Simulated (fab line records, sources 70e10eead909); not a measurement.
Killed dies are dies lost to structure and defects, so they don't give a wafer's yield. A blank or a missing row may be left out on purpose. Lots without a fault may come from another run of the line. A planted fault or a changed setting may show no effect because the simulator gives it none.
Chamber matching | flow nand_harc | NHARC_A_STAIRCASE_ALD_415 on ald_hk-04: 4 sister chambers
The step deposits SiO2, target thk 30 nm, pulse time 6 s, ald cycles 300. 4 wafers are shown with their chamber, then 8 later ones without.

WAFERS WITH THEIR CHAMBER
wafer  | chamber | heater_power_w (W)
L087.1 | 1       | 476
L088.2 | 2       | 558
L088.5 | 3       | 437
L088.1 | 0       | 476

WAFERS WITHOUT THEIR CHAMBER
wafer  | heater_power_w (W)
L088.3 | 474
L088.6 | 475
L089.1 | 472
L089.2 | 547
L089.6 | 539
L096.1 | 428
L096.2 | 475
L096.5 | 547

WHICH CHAMBER EACH WENT THROUGH
wafer  | from the rows above     | in truth
L088.3 | can't be placed: 0 or 1 | 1
L088.6 | can't be placed: 0 or 1 | 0
L089.1 | can't be placed: 0 or 1 | 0
L089.2 | 2                       | 2
L089.6 | 2                       | 2
L096.1 | 3                       | 3
L096.2 | can't be placed: 0 or 1 | 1
L096.5 | 2                       | 2
Placed correctly: 4 of 8. Can't be placed from these rows: 4 (the true chamber is among the candidates in 4). Placed wrongly: 0.
How it was worked out, from the rows above alone: a wafer's distance from a chamber is the root of the sum, over the readings, of the square of ((its reading less the chamber's mean) divided by the reading's scatter). The wafer belongs to the nearest chamber; if the next one is less than 2 further off, it can't be placed. A chamber's mean is the mean of its shown wafers. The scatter: with one shown wafer a chamber, the root of the mean of the squares of how far each hidden wafer lies from its nearest shown one.
